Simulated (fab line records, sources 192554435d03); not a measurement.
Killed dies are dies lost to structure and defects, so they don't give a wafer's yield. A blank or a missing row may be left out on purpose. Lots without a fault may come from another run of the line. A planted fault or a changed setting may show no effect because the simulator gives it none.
fab line records | flow n5_finfet
record lots=24 wafers=72 last_day=17
route steps=1938 shown PMOS_HMC_CHANNEL_EPI@89 FIN_SAQP@99 FIN_CUT@175 DUMMY_GATE@214
lots that met no fault: from a run of the same line without faults
start_h: hours from the record's first day to the start of the lot's first wafer shown | wait_h: hours since the lot's step before | " the same as in the row above | L1.1+2: a row that stands for several wafers | - no value, or no start given | * or withheld: withheld | < > ~ a bound
route shown NAME@n: a module of which the file shows steps, and the number in the route of the first | usual: mean/standard deviation of fault-free wafers | same: alike in all rows | chamber/n: place in a boat | sites: the reading at each site | _std_site: their standard deviation | _edge_site: outer sites' mean less inner sites' | radius_mm: how far each site lies from the wafer's centre | mask NAME#n: copy n | behind: the tool/chamber that last shaped the wafer | hold: why the lot was held/for how many hours/how that ended | device: the transistor (n, p or np) that didn't switch | end of line: the same wafers' tests at the end of the route | a step without rows: its recipe alone | killed: dies lost to structure and defects at the first sort, not the wafer's yield | map: a wafer's dies, x killed, . not, _ none there
set.NAME: the setting as run; set.NAME@STEP: as run at that earlier step | model.NAME: the simulator's own value behind a step, which no gauge read
steps of the route over a sample of lots; a table a step, a row a wafer
services: from which hour (start_h, from the record's first day; less than 0 if before it) a tool's chamber was out of use, for how many hours, and why
## steps
# step N5_PMOS_HMC_CHANNEL_EPI_INSPECT_30
# recipe inspect_instrument=darkfield mode=post_epi
# usual raw_defect_count=19/6.8
# columns lot.wafer tool chamber start_h wait_h raw_defect_count
L074.1 defect_inspect-02 - 22.10 0.0 24
L074.2 " - " " 18
L074.4 " - " " 17
L075.3 defect_inspect-02 - 28.31 0.0 17
L075.4 " - " " 15
L075.6 " - " " 14
L076.1 defect_inspect-02 - 33.92 0.0 17
L076.2 " - " " 21
L076.4 " - " " 17
L077.1 defect_inspect-02 - 40.78 0.0 8
L077.2 " - " " 19
L077.5 " - " " 10
L078.2 defect_inspect-01 - 44.93 0.0 17
L078.3 " - " " 23
L078.5 " - " " 15
L079.1 defect_inspect-01 - 51.07 0.0 23
L079.2 " - " " 15
L079.6 " - " " 12
L080.1 defect_inspect-02 - 58.12 0.0 22
L080.2 " - " " 9
L080.4 " - " " 19
L081.2 defect_inspect-02 - 62.52 0.0 12
L081.3 " - " " 15
L081.6 " - " " 17
L082.1 defect_inspect-02 - 68.55 0.0 20
L082.2 " - " " 20
L082.6 " - " " 25
L083.1 defect_inspect-01 - 74.49 0.0 7
L083.2 " - " " 18
L083.5 " - " " 11
L084.2 defect_inspect-02 - 80.08 0.0 16
L084.4 " - " " 50
L084.5 " - " " 35
L085.1 defect_inspect-01 - 86.95 0.0 16
L085.3 " - " " 10
L085.5 " - " " 13
L086.1 defect_inspect-02 - 92.93 0.0 19
L086.4 " - " " 29
L086.5 " - " " 6
L087.1 defect_inspect-02 - 98.61 0.0 16
L087.4 " - " " 26
L087.5 " - " " 34
L088.1 defect_inspect-02 - 104.78 0.0 34
L088.3 " - " " 17
L088.6 " - " " 19
L089.3 defect_inspect-01 - 111.13 0.0 22
L089.4 " - " " 19
L089.6 " - " " 19
L090.4 defect_inspect-01 - 116.38 0.0 9
L090.5 " - " " 25
L090.6 " - " " 23
L091.2 defect_inspect-02 - 122.17 0.0 18
L091.3 " - " " 28
L091.5 " - " " 17
L092.2 defect_inspect-01 - 127.69 0.0 24
L092.4 " - " " 15
L092.5 " - " " 24
L093.1 defect_inspect-01 - 134.51 0.0 21
L093.5 " - " " 11
L093.6 " - " " 34
L094.2 defect_inspect-01 - 140.42 0.0 17
L094.4 " - " " 24
L094.6 " - " " 14
L095.1 defect_inspect-02 - 147.04 0.0 16
L095.3 " - " " 12
L095.5 " - " " 19
L096.2 defect_inspect-02 - 152.53 0.0 9
L096.4 " - " " 22
L096.6 " - " " 37
L097.2 defect_inspect-01 - 158.70 0.0 16
L097.3 " - " " 24
L097.4 " - " " 27
# step N5_FIN_SAQP_PECVD_48
# recipe material=SiNx target_thk_a=250 temp_c=400 precursor=SiH4/NH3/N2 pressure_torr=1.5 rf_w=300 time_s=22.1
# usual heater_power_w=708/72 showerhead_plenum_p_Torr=5.14/0.062 showerhead_vpp_V=1058/42 susceptor_temp_C=400.04/0.23 throttle_valve_pct=41.2/2.6
# columns lot.wafer tool chamber start_h wait_h heater_power_w showerhead_plenum_p_Torr showerhead_vpp_V susceptor_temp_C throttle_valve_pct
L074.1 pecvd-04 0 23.29 0.0 724 5.14 1046 399.62 41.8
L074.2 " 1 " " 735 5.10 1144 399.66 44.7
L074.4 " 2 " " 674 5.03 1051 400.34 38.2
L075.3 pecvd-04 2 29.26 0.0 753 5.02 1045 400.24 38.1
L075.4 " 0 " " 728 5.13 1051 400.31 41.6
L075.6 " 2 " " 734 5.04 1053 399.97 38.4
L076.1 pecvd-03 1 34.65 0.0 741 5.15 1018 399.85 42.0
L076.2 " 0 " " 710 5.20 1015 399.85 40.1
L076.4 " 1 " " 744 5.15 1038 400.17 42.2
L077.1 pecvd-03 1 41.52 0.0 770 5.15 1036 400.20 42.1
L077.2 " 0 " " 701 5.17 1028 400.10 40.3
L077.5 " 0 " " 702 5.19 1025 400.31 40.0
L078.2 pecvd-04 1 45.72 0.0 806 5.11 1127 399.98 44.5
L078.3 " 2 " " 694 5.04 1038 399.64 38.3
L078.5 " 0 " " 665 5.14 1038 399.66 41.6
L079.1 pecvd-03 2 51.94 0.0 591 5.16 1086 400.29 37.0
L079.2 " 0 " " 740 5.19 1035 399.85 40.3
L079.6 " 0 " " 740 5.18 1000 400.24 40.1
L080.1 pecvd-03 2 58.85 0.0 579 5.17 1094 399.64 37.0
L080.2 " 1 " " 783 5.15 1021 399.64 42.4
L080.4 " 1 " " 772 5.15 1015 399.97 41.9
L081.2 pecvd-04 2 63.34 0.0 738 5.04 1035 400.03 38.1
L081.3 " 1 " " 777 5.11 1108 400.15 44.4
L081.6 " 2 " " 724 5.03 1055 399.72 38.6
L082.1 pecvd-03 1 69.47 0.0 786 5.15 1022 400.15 41.9
L082.2 " 0 " " 670 5.19 1024 400.11 40.3
L082.6 " 0 " " 684 5.18 1025 399.88 40.1
L083.1 pecvd-04 2 76.02 0.0 689 5.04 1040 399.41 38.5
L083.2 " 1 " " 730 5.11 1154 399.91 44.3
L083.5 " 2 " " 662 5.04 1050 400.15 38.4
L084.2 pecvd-01 1 80.79 0.0 881 5.28 1059 400.11 46.7
L084.4 " 2 " " 693 5.15 1035 399.93 40.8
L084.5 " 1 " " 885 5.28 1039 399.78 46.5
L085.1 pecvd-04 1 87.93 0.0 746 5.10 1153 400.17 44.5
L085.3 " 2 " " 639 5.04 1056 399.89 38.4
L085.5 " 0 " " 661 5.12 1051 399.95 41.9
L086.1 pecvd-03 1 94.31 0.0 696 5.15 1012 399.94 42.1
L086.4 " 0 " " 722 5.19 1025 400.09 40.3
L086.5 " 2 " " 607 5.17 1076 399.86 37.4
L087.1 pecvd-03 2 99.46 0.0 566 5.17 1080 400.37 37.6
L087.4 " 1 " " 756 5.14 1037 400.19 42.1
L087.5 " 0 " " 763 5.19 1023 399.84 40.4
L088.1 pecvd-04 2 106.77 0.0 667 5.03 1053 400.01 38.5
L088.3 " 0 " " 689 5.15 1047 399.85 41.7
L088.6 " 2 " " 642 5.04 1054 400.03 38.6
L089.3 pecvd-03 2 112.23 0.0 617 5.17 1088 399.75 37.6
L089.4 " 2 " " 599 5.19 1079 399.78 37.6
L089.6 " 0 " " 672 5.20 1010 400.11 40.1
L090.4 pecvd-03 1 117.28 0.0 783 5.16 1035 399.65 42.3
L090.5 " 2 " " 678 5.17 1094 400.10 37.5
L090.6 " 0 " " 766 5.19 1026 400.15 40.3
L091.2 pecvd-04 1 123.43 0.0 784 5.10 1151 399.98 44.7
L091.3 " 1 " " 795 5.10 1146 399.96 44.6
L091.5 " 0 " " 664 5.13 1046 400.13 41.5
L092.2 pecvd-04 1 128.76 0.0 758 5.11 1140 400.34 44.4
L092.4 " 0 " " 721 5.15 1073 400.19 41.8
L092.5 " 2 " " 685 5.03 1051 399.61 38.6
L093.1 pecvd-03 2 135.23 0.0 676 5.17 1086 400.12 37.7
L093.5 " 1 " " 797 5.16 1037 400.50 41.8
L093.6 " 0 " " 702 5.18 1017 399.93 40.3
L094.2 pecvd-04 1 141.12 0.0 757 5.10 1158 400.23 44.3
L094.4 " 2 " " 692 5.03 1044 400.05 38.9
L094.6 " 0 " " 606 5.12 1054 399.48 42.0
L095.1 pecvd-01 0 148.02 0.0 532 5.05 1016 400.22 38.5
L095.3 " 2 " " 681 5.15 1047 400.27 41.1
L095.5 " 1 " " 727 5.29 1018 400.18 46.8
L096.2 pecvd-01 2 153.36 0.0 635 5.15 1039 399.88 41.1
L096.4 " 2 " " 654 5.14 1018 400.07 41.2
L096.6 " 1 " " 850 5.28 1036 400.31 46.9
L097.2 pecvd-01 1 159.43 0.0 854 5.28 1060 400.15 46.5
L097.3 " 0 " " 594 5.03 1008 400.13 38.7
L097.4 " 1 " " 874 5.27 1042 400.10 46.9
# step N5_FIN_SAQP_DESCUM_21
# recipe chemistry=O2 time_s=7.9 source_power_w=50 bias_power_w=20 pressure_mtorr=20 rf_frequency_hz=2.712e+07 temp_c=40 resist=CAR-ArF o2_flow_sccm=225
# usual chamber_pressure_mTorr=20.002/0.018 drypump_motor_current_A=5.6/0.47 oes_product_au=0.81/0.09 rf_vpp_V=243.4/1.8 showerhead_plenum_p_Torr=2.11/0.091 throttle_valve_pct=20.37/0.24
# columns lot.wafer tool chamber start_h wait_h chamber_pressure_mTorr drypump_motor_current_A oes_product_au rf_hours_counter_h rf_vpp_V showerhead_plenum_p_Torr throttle_valve_pct
L074.1 rie_diel-01 1 24.00 0.0 19.986 5.7 0.75 145 243.0 2.02 20.39
L074.2 " 2 " " 20.006 5.1 0.71 212 242.4 1.98 20.69
L074.4 " 0 " " 19.987 6.5 0.94 13 244.5 2.18 20.39
L075.3 rie_diel-04 0 29.97 0.0 20.009 5.5 0.67 243 241.4 1.97 20.82
L075.4 " 2 " " 20.020 5.1 0.92 8 245.1 2.19 19.89
L075.6 " 3 " " 19.992 5.0 0.75 - 241.1 2.01 20.41
L076.1 rie_diel-01 2 35.41 0.0 19.991 5.1 0.71 216 239.8 1.97 20.70
L076.2 " 1 " " 19.996 5.7 0.74 149 240.4 2.02 20.39
L076.4 " 0 " " 19.989 6.5 0.91 16 244.2 2.18 20.38
L077.1 rie_diel-01 3 42.28 0.0 19.996 5.7 0.77 136 246.0 2.15 20.15
L077.2 " 1 " " 19.965 5.7 0.74 151 241.1 2.02 20.40
L077.5 " 0 " " 20.034 6.5 0.91 - 244.1 2.18 20.40
L078.2 rie_diel-01 1 46.43 0.0 20.028 5.7 0.75 152 241.6 2.02 20.41
L078.3 " 3 " " 20.010 5.7 0.78 137 245.3 2.15 20.13
L078.5 " 3 " " 20.021 5.7 0.77 - 245.0 2.15 20.16
L079.1 rie_diel-03 3 52.65 0.0 19.961 5.6 0.71 160 244.3 2.14 20.61
L079.2 " 0 " " 19.989 6.3 0.77 133 244.0 2.19 20.67
L079.6 " 2 " " 20.020 6.0 0.81 - 242.7 2.01 20.26
L080.1 rie_diel-01 1 59.61 0.1 20.008 5.7 0.75 157 241.6 2.02 20.40
L080.2 " 0 " " 20.019 6.5 0.90 25 245.1 2.18 20.40
L080.4 " 2 " " 19.969 5.1 0.71 224 241.2 1.97 20.71
L081.2 rie_diel-04 1 64.39 0.4 19.988 5.8 0.69 253 242.4 2.06 20.67
L081.3 " 3 " " 20.016 5.0 0.74 161 240.6 2.00 20.43
L081.6 " 3 " " 20.021 5.1 0.74 - 240.6 2.00 20.43
L082.1 rie_diel-03 0 70.26 0.1 19.993 6.3 0.75 140 244.5 2.19 20.67
L082.2 " 2 " " 20.000 6.0 0.81 107 241.8 2.01 20.28
L082.6 " 2 " " 20.000 6.0 0.81 - 242.3 2.01 20.27
L083.1 rie_diel-03 0 76.80 0.1 20.004 6.2 0.76 142 243.0 2.19 20.69
L083.2 " 1 " " 20.025 5.2 0.96 14 244.8 2.23 20.01
L083.5 " 0 " " 20.027 6.3 0.75 - 244.6 2.19 20.68
L084.2 rie_diel-03 0 81.50 0.0 20.008 6.2 0.75 144 245.4 2.19 20.68
L084.4 " 1 " " 19.987 5.2 0.96 16 243.8 2.23 20.01
L084.5 " 2 " " 19.996 6.0 0.81 - 242.7 2.01 20.27
L085.1 rie_diel-03 2 88.64 0.0 20.005 6.0 0.81 113 241.4 2.01 20.27
L085.3 " 3 " " 20.011 5.6 0.72 170 244.9 2.14 20.61
L085.5 " 1 " " 19.989 5.2 0.96 - 246.4 2.23 20.00
L086.1 rie_diel-04 0 95.02 0.0 20.007 5.5 0.93 9 245.9 2.23 20.34
L086.4 " 1 " " 20.011 5.9 0.97 3 242.0 2.05 20.26
L086.5 " 2 " " 19.954 5.1 0.86 - 242.9 2.18 19.95
L087.1 rie_diel-04 2 100.24 0.0 20.043 5.1 0.85 38 245.2 2.18 19.94
L087.4 " 1 " " 20.008 5.9 0.96 6 242.0 2.05 20.27
L087.5 " 3 " " 20.024 5.0 0.73 - 242.9 2.00 20.45
L088.1 rie_diel-01 0 107.37 0.0 20.040 6.5 0.87 42 245.4 2.17 20.42
L088.3 " 3 " " 20.005 5.6 0.75 160 245.2 2.14 20.19
L088.6 " 1 " " 20.002 5.7 0.72 - 241.1 2.01 20.44
L089.3 rie_diel-04 2 112.94 0.0 20.015 5.1 0.84 42 245.9 2.18 19.95
L089.4 " 0 " " 20.008 5.5 0.91 16 244.3 2.23 20.34
L089.6 " 3 " " 20.008 5.1 0.73 - 240.8 1.99 20.45
L090.4 rie_diel-04 0 117.97 0.0 20.006 5.5 0.91 18 245.7 2.23 20.35
L090.5 " 2 " " 20.021 5.1 0.84 - 245.2 2.18 19.94
L090.6 " 1 " " 19.971 5.9 0.95 - 243.6 2.05 20.27
L091.2 rie_diel-01 0 124.19 0.0 20.011 6.5 0.89 49 243.3 2.17 20.42
L091.3 " 3 " " 20.001 5.7 0.75 166 244.6 2.14 20.19
L091.5 " 0 " " 19.997 6.5 0.87 - 242.6 2.17 20.42
L092.2 rie_diel-03 1 129.74 0.3 19.997 5.2 0.91 34 245.4 2.22 20.02
L092.4 " 0 " " 20.005 6.3 0.74 162 243.5 2.18 20.71
L092.5 " 3 " " 19.982 5.6 0.71 - 243.4 2.13 20.63
L093.1 rie_diel-04 2 135.94 0.0 20.003 5.1 0.84 50 244.4 2.18 19.95
L093.5 " 2 " " 19.983 5.1 0.83 - 245.0 2.18 19.95
L093.6 " 1 " " 19.984 5.8 0.92 - 241.0 2.05 20.29
L094.2 rie_diel-03 1 141.88 0.1 20.012 5.2 0.91 39 243.9 2.22 20.03
L094.4 " 3 " " 20.020 5.6 0.70 189 243.5 2.13 20.63
L094.6 " 0 " " 20.015 6.3 0.73 - 242.5 2.18 20.73
L095.1 rie_diel-04 1 148.63 0.0 19.996 5.8 0.91 24 241.3 2.05 20.30
L095.3 " 3 " " 20.003 5.0 0.72 193 242.6 1.99 20.49
L095.5 " 1 " " 19.991 5.8 0.91 - 241.5 2.05 20.29
L096.2 rie_diel-03 1 154.15 0.0 20.024 5.2 0.89 44 245.1 2.22 20.03
L096.4 " 2 " " 19.991 6.0 0.79 137 241.0 2.00 20.32
L096.6 " 1 " " 19.988 5.2 0.90 - 245.1 2.22 20.05
L097.2 rie_diel-04 1 160.16 0.0 19.968 5.8 0.91 28 243.6 2.05 20.32
L097.3 " 0 " " 20.011 5.5 0.88 34 245.0 2.22 20.37
L097.4 " 2 " " 20.029 5.1 0.82 58 244.5 2.17 19.96
# step N5_FIN_SAQP_FIN_ETCH_36
# recipe chemistry=HBr/Cl2/O2 target_depth_a=1200 mask_material=SiNx time_s=50.4 bias_w=102 pressure_mtorr=10 icp_w=800 HBr_flow_sccm=150 Cl2_flow_sccm=80 O2_flow_sccm=12
# usual O2_flow_sccm=12.00/0.037 chamber_pressure_mTorr=10.000/0.0085 drypump_motor_current_A=5.8/0.51 oes_product_au=0.996/0.027 throttle_valve_pct=36.2/0.36
# columns lot.wafer tool chamber start_h wait_h O2_flow_sccm chamber_pressure_mTorr drypump_motor_current_A oes_product_au rf_hours_counter_h throttle_valve_pct
L074.1 rie_si-05 0 28.14 0.0 11.99 10.008 5.8 1.006 66 36.1
L074.2 " 2 " " 12.06 10.000 4.8 0.956 71 36.4
L074.4 " 3 " " 12.02 9.983 6.5 0.961 2 37.1
L075.3 rie_si-05 3 34.26 0.0 12.00 9.983 6.4 0.977 2 37.0
L075.4 " 1 " " 12.02 10.002 5.5 1.013 1 36.1
L075.6 " 2 " " 11.97 10.008 4.8 0.965 - 36.4
L076.1 rie_si-01 3 39.44 0.0 12.03 10.012 5.3 1.047 85 35.9
L076.2 " 0 " " 12.01 10.001 6.0 0.995 158 36.0
L076.4 " 1 " " 12.01 10.000 6.3 1.012 65 35.8
L077.1 rie_si-05 1 47.27 0.0 12.05 9.999 5.5 1.007 2 36.1
L077.2 " 2 " " 11.98 9.994 4.8 0.957 72 36.4
L077.5 " 3 " " 11.92 9.999 6.4 0.962 - 37.1
L078.2 rie_si-01 2 50.65 0.0 12.01 9.994 5.4 1.006 79 36.0
L078.3 " 3 " " 11.97 10.002 5.3 1.034 85 35.9
L078.5 " 0 " " 11.98 10.012 6.0 1.002 - 36.0
L079.1 rie_si-02 3 57.15 0.0 12.00 9.997 5.9 1.013 74 36.2
L079.2 " 2 " " 12.04 10.006 6.0 0.962 8 35.7
L079.6 " 1 " " 12.04 10.009 6.2 0.990 - 36.3
L080.1 rie_si-01 2 64.01 0.0 11.98 10.000 5.3 1.026 79 36.0
L080.2 " 1 " " 11.98 10.012 6.3 1.021 65 35.8
L080.4 " 0 " " 12.02 9.998 6.0 1.000 158 36.0
L081.2 rie_si-02 2 68.74 0.0 12.00 9.984 6.0 0.960 8 35.7
L081.3 " 1 " " 12.00 10.004 6.3 0.991 93 36.3
L081.6 " 1 " " 11.94 9.980 6.3 0.989 - 36.3
L082.1 rie_si-02 2 74.15 0.0 12.02 9.998 6.0 0.941 8 35.7
L082.2 " 3 " " 12.00 9.995 5.9 0.996 74 36.2
L082.6 " 1 " " 12.03 9.996 6.3 1.004 - 36.3
L083.1 rie_si-05 0 81.07 0.0 12.01 9.988 5.8 1.036 67 36.1
L083.2 " 3 " " 11.91 10.008 6.5 0.979 3 37.0
L083.5 " 2 " " 12.01 10.011 4.8 0.961 - 36.4
L084.2 rie_si-02 1 85.82 0.0 12.03 9.993 6.3 0.983 94 36.3
L084.4 " 2 " " 12.08 9.996 6.0 0.946 8 35.7
L084.5 " 2 " " 12.01 10.007 6.0 0.962 - 35.7
L085.1 rie_si-05 1 93.49 0.0 12.01 9.994 5.5 0.996 2 36.1
L085.3 " 0 " " 11.98 9.997 5.8 1.023 67 36.1
L085.5 " 2 " " 12.03 9.991 4.8 0.953 - 36.4
L086.1 rie_si-05 3 100.22 0.0 11.98 10.003 6.5 0.963 3 37.1
L086.4 " 0 " " 12.00 10.003 5.8 1.022 67 36.1
L086.5 " 2 " " 12.02 10.009 4.8 0.936 - 36.4
L087.1 rie_si-01 3 104.17 0.0 11.99 10.002 5.3 1.036 86 35.9
L087.4 " 2 " " 11.91 10.003 5.4 1.021 80 36.0
L087.5 " 3 " " 11.99 9.998 5.3 1.037 - 35.9
L088.1 rie_si-01 1 112.20 0.0 11.98 9.995 6.3 1.019 66 35.8
L088.3 " 0 " " 11.95 9.996 6.0 0.988 159 36.0
L088.6 " 3 " " 12.05 10.004 5.3 1.041 - 35.9
L089.3 rie_si-02 0 117.50 0.0 11.96 9.996 6.4 1.005 84 36.4
L089.4 " 3 " " 12.01 10.000 5.9 1.014 75 36.2
L089.6 " 0 " " 12.00 10.015 6.4 0.998 - 36.4
L090.4 rie_si-02 3 121.89 0.0 11.99 10.001 5.9 1.011 75 36.2
L090.5 " 0 " " 11.95 10.009 6.4 0.997 - 36.4
L090.6 " 3 " " 11.99 9.996 5.9 1.012 - 36.2
L091.2 rie_si-01 2 128.79 0.0 12.06 10.004 5.4 1.011 80 36.0
L091.3 " 1 " " 12.00 9.997 6.3 1.014 66 35.8
L091.5 " 3 " " 12.05 9.981 5.3 1.033 - 35.9
L092.2 rie_si-02 1 134.84 0.0 12.02 10.004 6.3 0.985 95 36.3
L092.4 " 2 " " 11.98 10.005 6.0 0.966 9 35.7
L092.5 " 0 " " 11.99 9.995 6.4 1.002 - 36.4
L093.1 rie_si-02 1 140.35 0.0 12.01 9.988 6.3 0.983 95 36.3
L093.5 " 1 " " 12.03 10.001 6.2 0.980 - 36.3
L093.6 " 2 " " 11.97 9.983 6.0 0.964 - 35.7
L094.2 rie_si-05 0 146.54 0.0 12.01 9.997 5.8 1.032 68 36.1
L094.4 " 3 " " 12.00 10.000 6.5 0.957 4 37.1
L094.6 " 2 " " 12.00 9.993 4.8 0.961 - 36.4
L095.1 rie_si-01 1 152.52 0.0 12.01 10.020 6.3 1.031 67 35.7
L095.3 " 3 " " 11.96 10.002 5.3 1.032 87 35.9
L095.5 " 2 " " 12.12 9.986 5.4 1.031 - 36.0
L096.2 rie_si-05 1 159.03 0.0 11.96 10.011 5.5 0.998 4 36.1
L096.4 " 3 " " 12.03 10.001 6.4 0.967 4 37.0
L096.6 " 3 " " 12.02 10.005 6.5 0.964 - 37.1
L097.2 rie_si-05 1 165.26 0.0 12.03 10.012 5.5 1.004 4 36.1
L097.3 " 3 " " 12.04 10.009 6.5 0.972 4 37.0
L097.4 " 2 " " 12.01 9.994 4.8 0.962 74 36.4
# step N5_FIN_CUT_PRECLEAN_35
# recipe time_s=13.3 temp_c=45 pressure_torr=125 p_hf_torr=3 p_coreactant_torr=25 chemistry=vHF
# usual drypump_motor_current_A=5.4/0.37
# columns lot.wafer tool chamber start_h wait_h drypump_motor_current_A
L074.1 vapor_etch-01 0 29.99 0.0 5.3
L074.2 " 1 " " 5.9
L074.4 " 1 " " 5.9
L075.3 vapor_etch-02 1 35.59 0.1 4.9
L075.4 " 0 " " 5.2
L075.6 " 0 " " 5.2
L076.1 vapor_etch-02 1 40.79 0.0 4.9
L076.2 " 0 " " 5.2
L076.4 " 0 " " 5.2
L077.1 vapor_etch-01 1 49.02 0.0 5.9
L077.2 " 0 " " 5.4
L077.5 " 1 " " 6.0
L078.2 vapor_etch-01 0 52.61 0.0 5.4
L078.3 " 0 " " 5.3
L078.5 " 1 " " 5.9
L079.1 vapor_etch-02 1 58.37 0.0 4.9
L079.2 " 0 " " 5.2
L079.6 " 1 " " 5.0
L080.1 vapor_etch-02 1 65.50 0.1 4.9
L080.2 " 0 " " 5.2
L080.4 " 0 " " 5.2
L081.2 vapor_etch-02 0 70.09 0.0 5.2
L081.3 " 1 " " 4.9
L081.6 " 1 " " 4.9
L082.1 vapor_etch-02 1 75.56 0.0 4.9
L082.2 " 0 " " 5.2
L082.6 " 1 " " 4.9
L083.1 vapor_etch-01 0 82.29 0.0 5.4
L083.2 " 1 " " 5.9
L083.5 " 1 " " 5.9
L084.2 vapor_etch-01 1 87.05 0.0 6.0
L084.4 " 1 " " 5.9
L084.5 " 1 " " 5.9
L085.1 vapor_etch-01 1 94.72 0.0 5.9
L085.3 " 1 " " 5.9
L085.5 " 0 " " 5.4
L086.1 vapor_etch-01 0 102.22 0.0 5.3
L086.4 " 1 " " 5.9
L086.5 " 1 " " 5.9
L087.1 vapor_etch-01 0 105.39 0.0 5.4
L087.4 " 0 " " 5.4
L087.5 " 0 " " 5.3
L088.1 vapor_etch-02 0 114.58 0.0 5.2
L088.3 " 1 " " 4.9
L088.6 " 1 " " 4.9
L089.3 vapor_etch-02 0 119.00 0.1 5.2
L089.4 " 1 " " 4.9
L089.6 " 1 " " 4.9
L090.4 vapor_etch-02 0 123.13 0.1 5.2
L090.5 " 0 " " 5.2
L090.6 " 1 " " 4.9
L091.2 vapor_etch-02 0 130.46 0.4 5.2
L091.3 " 1 " " 4.9
L091.5 " 0 " " 5.2
L092.2 vapor_etch-01 0 136.26 0.0 5.4
L092.4 " 0 " " 5.4
L092.5 " 0 " " 5.4
L093.1 vapor_etch-01 0 141.58 0.0 5.4
L093.5 " 0 " " 5.4
L093.6 " 1 " " 5.9
L094.2 vapor_etch-01 0 148.38 0.0 5.3
L094.4 " 0 " " 5.3
L094.6 " 0 " " 5.3
L095.1 vapor_etch-01 1 153.74 0.0 5.9
L095.3 " 0 " " 5.4
L095.5 " 1 " " 5.9
L096.2 vapor_etch-01 1 160.28 0.0 5.9
L096.4 " 1 " " 5.9
L096.6 " 0 " " 5.3
L097.2 vapor_etch-02 0 166.51 0.0 5.2
L097.3 " 1 " " 4.9
L097.4 " 0 " " 5.2
# step N5_DUMMY_GATE_ALD_02
# recipe material=SiO2 target_thk_a=20 temp_c=300 ald_precursor_family=BDEAS ald_co_reactant=O2-plasma pulse_time_s=1 pressure_torr=2
# usual heater_power_w=465/44 precursor_pulse_height_rel=1.001/0.019 susceptor_temp_C=299.96/0.18
# columns lot.wafer tool chamber start_h wait_h heater_power_w precursor_pulse_height_rel susceptor_temp_C
L074.1 ald_sin-04 2 39.68 0.0 518 1.002 300.22
L074.2 " 1 " " 453 1.003 300.07
L074.4 " 3 " " 492 0.990 299.74
L075.3 ald_sin-02 3 45.09 0.0 387 0.984 300.01
L075.4 " 0 " " 446 1.018 299.86
L075.6 " 2 " " 425 1.019 299.70
L076.1 ald_sin-01 1 50.29 0.0 434 1.023 299.97
L076.2 " 3 " " 439 0.987 300.01
L076.4 " 2 " " 477 0.994 300.24
L077.1 ald_sin-04 0 59.19 0.0 493 1.021 299.73
L077.2 " 3 " " 496 1.007 299.93
L077.5 " 0 " " 486 1.001 299.71
L078.2 ald_sin-01 3 62.26 0.0 441 1.007 299.79
L078.3 " 2 " " 475 1.003 299.92
L078.5 " 2 " " 477 0.984 300.08
L079.1 ald_sin-02 1 67.89 0.0 519 0.979 299.96
L079.2 " 0 " " 441 0.993 299.96
L079.6 " 1 " " 525 0.973 300.20
L080.1 ald_sin-04 0 75.96 0.9 505 1.005 300.05
L080.2 " 3 " " 483 0.995 300.27
L080.4 " 2 " " 521 1.032 299.70
L081.2 ald_sin-04 0 80.10 0.7 496 1.041 300.35
L081.3 " 3 " " 505 1.025 300.02
L081.6 " 3 " " 495 0.992 299.87
L082.1 ald_sin-02 2 85.46 0.0 416 0.978 299.87
L082.2 " 0 " " 431 1.000 299.70
L082.6 " 1 " " 509 1.016 299.94
L083.1 ald_sin-02 3 91.81 0.0 396 0.995 300.16
L083.2 " 1 " " 508 0.988 299.93
L083.5 " 0 " " 430 0.972 299.63
L084.2 ald_sin-02 2 97.84 0.7 420 0.988 300.12
L084.4 " 1 " " 531 0.989 299.68
L084.5 " 1 " " 528 1.029 299.77
L085.1 ald_sin-01 2 104.73 0.5 499 0.977 300.29
L085.3 " 3 " " 442 0.953 299.89
L085.5 " 2 " " 484 0.974 300.09
L086.1 ald_sin-01 2 112.08 0.1 471 1.008 299.76
L086.4 " 3 " " 443 1.019 300.19
L086.5 " 3 " " 436 1.000 300.04
L087.1 ald_sin-02 0 116.07 0.9 441 0.987 299.96
L087.4 " 2 " " 423 1.000 299.58
L087.5 " 2 " " 422 1.024 299.59
L088.1 ald_sin-04 3 124.58 0.0 456 0.985 300.24
L088.3 " 1 " " 449 1.028 300.12
L088.6 " 0 " " 488 1.010 300.19
L089.3 ald_sin-02 0 128.37 0.0 442 0.971 299.85
L089.4 " 1 " " 522 1.012 299.77
L089.6 " 3 " " 396 1.028 300.16
L090.4 ald_sin-04 3 132.43 0.0 455 1.018 300.25
L090.5 " 3 " " 450 1.010 300.18
L090.6 " 0 " " 476 1.009 299.95
L091.2 ald_sin-01 0 139.73 0.0 538 1.030 299.70
L091.3 " 3 " " 440 0.986 299.90
L091.5 " 3 " " 440 0.999 299.91
L092.2 ald_sin-01 0 145.49 0.0 557 1.000 299.93
L092.4 " 1 " " 416 1.015 299.87
L092.5 " 0 " " 542 1.019 299.94
L093.1 ald_sin-02 2 150.91 0.0 414 1.002 300.15
L093.5 " 0 " " 445 1.015 299.80
L093.6 " 1 " " 522 1.007 300.15
L094.2 ald_sin-04 0 158.57 0.6 472 1.039 300.03
L094.4 " 3 " " 456 1.022 300.12
L094.6 " 1 " " 456 0.993 300.10
L095.1 ald_sin-02 2 163.47 0.0 425 1.016 299.82
L095.3 " 1 " " 526 0.973 299.62
L095.5 " 0 " " 440 0.995 299.86
L096.2 ald_sin-04 0 169.98 0.0 481 1.015 299.74
L096.4 " 3 " " 447 0.966 300.12
L096.6 " 0 " " 474 0.992 299.95
L097.2 ald_sin-02 1 176.36 0.0 529 1.001 299.80
L097.3 " 0 " " 443 1.008 299.97
L097.4 " 2 " " 430 1.025 299.98
## services
# columns tool chamber start_h hours kind
rie_si-02 - 2.98 0.3 repair
ald_sin-04 - 6.18 2.9 repair
rie_diel-01 - 9.60 0.5 repair
rie_diel-04 - 13.37 0.4 repair
pecvd-01 - 13.96 0.6 repair
ald_sin-02 0 14.49 7.7 repair
pecvd-03 2 21.16 - clean
rie_diel-04 3 36.00 5.1 repair
rie_si-02 - 41.58 2.8 pm
rie_si-01 1 42.02 3.6 repair
ald_sin-02 3 53.36 14.6 repair
rie_diel-03 3 53.73 7.9 repair
rie_si-01 0 53.77 3.4 repair
rie_si-05 2 62.70 5.8 repair
pecvd-01 - 65.20 12.1 repair
ald_sin-04 - 85.37 14.0 pm
vapor_etch-02 - 87.14 2.2 repair
pecvd-04 - 98.89 2.7 repair
rie_diel-01 1 119.12 7.1 repair
ald_sin-02 - 157.23 6.1 pm
rie_diel-03 0 159.33 1.3 repair
pecvd-03 - 164.72 2.6 repair
ald_sin-02 1 167.07 5.7 repair
ald_sin-01 2 170.46 11.1 repair
## key
fault none
